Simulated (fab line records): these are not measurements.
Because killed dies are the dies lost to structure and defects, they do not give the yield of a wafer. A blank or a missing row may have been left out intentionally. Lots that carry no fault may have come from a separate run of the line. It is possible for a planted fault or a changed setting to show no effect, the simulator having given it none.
Matching of chambers :: flow n5_finfet :: N5_HKMG_FIN_ETCH_55 on rie_diel-01: 4 sister chambers
The step etches SOC in N2/H2, target depth 240 nm, time 300 s. 20 wafers are shown with their chamber, then 10 later ones without.

## EACH WAFER AND ITS CHAMBER
wafer: L079.1
chamber: 2
drypump_motor_current_A (A): 6.0
showerhead_plenum_p_Torr (Torr): 2.53
throttle_valve_pct (%): 18.11

wafer: L079.3
chamber: 0
drypump_motor_current_A (A): 5.6
showerhead_plenum_p_Torr (Torr): 2.47
throttle_valve_pct (%): 18.04

wafer: L079.5
chamber: 3
drypump_motor_current_A (A): 5.1
showerhead_plenum_p_Torr (Torr): 2.62
throttle_valve_pct (%): 17.73

wafer: L080.1
chamber: 0
drypump_motor_current_A (A): 5.6
showerhead_plenum_p_Torr (Torr): 2.47
throttle_valve_pct (%): 18.03

wafer: L080.2
chamber: 1
drypump_motor_current_A (A): 5.9
showerhead_plenum_p_Torr (Torr): 2.44
throttle_valve_pct (%): 17.79

wafer: L080.3
chamber: 3
drypump_motor_current_A (A): 5.1
showerhead_plenum_p_Torr (Torr): 2.62
throttle_valve_pct (%): 17.70

wafer: L080.4
chamber: 2
drypump_motor_current_A (A): 6.0
showerhead_plenum_p_Torr (Torr): 2.53
throttle_valve_pct (%): 18.10

wafer: L080.5
chamber: 3
drypump_motor_current_A (A): 5.1
showerhead_plenum_p_Torr (Torr): 2.62
throttle_valve_pct (%): 17.73

wafer: L080.6
chamber: 2
drypump_motor_current_A (A): 6.1
showerhead_plenum_p_Torr (Torr): 2.53
throttle_valve_pct (%): 18.09

wafer: L081.2
chamber: 1
drypump_motor_current_A (A): 5.9
showerhead_plenum_p_Torr (Torr): 2.44
throttle_valve_pct (%): 17.80

wafer: L081.3
chamber: 2
drypump_motor_current_A (A): 6.0
showerhead_plenum_p_Torr (Torr): 2.53
throttle_valve_pct (%): 18.11

wafer: L081.4
chamber: 0
drypump_motor_current_A (A): 5.5
showerhead_plenum_p_Torr (Torr): 2.47
throttle_valve_pct (%): 18.04

wafer: L084.3
chamber: 0
drypump_motor_current_A (A): 5.6
showerhead_plenum_p_Torr (Torr): 2.46
throttle_valve_pct (%): 18.06

wafer: L084.4
chamber: 3
drypump_motor_current_A (A): 5.1
showerhead_plenum_p_Torr (Torr): 2.61
throttle_valve_pct (%): 17.74

wafer: L084.5
chamber: 2
drypump_motor_current_A (A): 6.1
showerhead_plenum_p_Torr (Torr): 2.52
throttle_valve_pct (%): 18.12

wafer: L087.1
chamber: 1
drypump_motor_current_A (A): 5.9
showerhead_plenum_p_Torr (Torr): 2.43
throttle_valve_pct (%): 17.82

wafer: L087.4
chamber: 0
drypump_motor_current_A (A): 5.6
showerhead_plenum_p_Torr (Torr): 2.46
throttle_valve_pct (%): 18.06

wafer: L087.6
chamber: 2
drypump_motor_current_A (A): 6.1
showerhead_plenum_p_Torr (Torr): 2.52
throttle_valve_pct (%): 18.13

wafer: L088.2
chamber: 3
drypump_motor_current_A (A): 5.1
showerhead_plenum_p_Torr (Torr): 2.61
throttle_valve_pct (%): 17.76

wafer: L088.3
chamber: 1
drypump_motor_current_A (A): 5.9
showerhead_plenum_p_Torr (Torr): 2.43
throttle_valve_pct (%): 17.81

SIGNATURES (means of the wafers above)
reading: drypump_motor_current_A
chamber 0: 5.580
chamber 1: 5.900
chamber 2: 6.050
chamber 3: 5.100
scatter within a chamber: 0.0379

reading: showerhead_plenum_p_Torr
chamber 0: 2.4660
chamber 1: 2.4350
chamber 2: 2.5267
chamber 3: 2.6160
scatter within a chamber: 0.00544

reading: throttle_valve_pct
chamber 0: 18.0460
chamber 1: 17.8050
chamber 2: 18.1100
chamber 3: 17.7320
scatter within a chamber: 0.016
Rule: for each reading, subtract the chamber's mean from the wafer's reading, divide by that reading's scatter and square the result; add these up over the readings and take the root, which gives the wafer's distance from the chamber. The wafer belongs to the nearest chamber; if the next one is less than 2 further off, it can't be placed. The scatter: take each reading less its chamber's mean, square it, sum over the shown wafers, divide by the number of wafers less the number of chambers, and take the root.

## WAFERS MISSING THEIR CHAMBER
wafer: L088.6
drypump_motor_current_A (A): 5.9
showerhead_plenum_p_Torr (Torr): 2.43
throttle_valve_pct (%): 17.82

wafer: L092.1
drypump_motor_current_A (A): 5.9
showerhead_plenum_p_Torr (Torr): 2.43
throttle_valve_pct (%): 17.85

wafer: L092.3
drypump_motor_current_A (A): 5.1
showerhead_plenum_p_Torr (Torr): 2.60
throttle_valve_pct (%): 17.76

wafer: L092.4
drypump_motor_current_A (A): 6.1
showerhead_plenum_p_Torr (Torr): 2.51
throttle_valve_pct (%): 18.15

wafer: L094.3
drypump_motor_current_A (A): 6.0
showerhead_plenum_p_Torr (Torr): 2.51
throttle_valve_pct (%): 18.17

wafer: L094.4
drypump_motor_current_A (A): 5.9
showerhead_plenum_p_Torr (Torr): 2.43
throttle_valve_pct (%): 17.85

wafer: L094.6
drypump_motor_current_A (A): 5.5
showerhead_plenum_p_Torr (Torr): 2.45
throttle_valve_pct (%): 18.10

wafer: L096.2
drypump_motor_current_A (A): 6.1
showerhead_plenum_p_Torr (Torr): 2.51
throttle_valve_pct (%): 18.17

wafer: L096.3
drypump_motor_current_A (A): 5.1
showerhead_plenum_p_Torr (Torr): 2.60
throttle_valve_pct (%): 17.78

wafer: L096.5
drypump_motor_current_A (A): 5.1
showerhead_plenum_p_Torr (Torr): 2.60
throttle_valve_pct (%): 17.79

## THE CHAMBER EACH PASSED THROUGH
wafer: L088.6
from the rows above: 1
in truth: 1

wafer: L092.1
from the rows above: 1
in truth: 1

wafer: L092.3
from the rows above: 3
in truth: 3

wafer: L092.4
from the rows above: 2
in truth: 2

wafer: L094.3
from the rows above: 2
in truth: 2

wafer: L094.4
from the rows above: 1
in truth: 1

wafer: L094.6
from the rows above: 0
in truth: 0

wafer: L096.2
from the rows above: 2
in truth: 2

wafer: L096.3
from the rows above: 3
in truth: 3

wafer: L096.5
from the rows above: 3
in truth: 3
Correct placement for 10 of the 10. Left unplaced by these rows: 0. Number placed wrongly: 0.
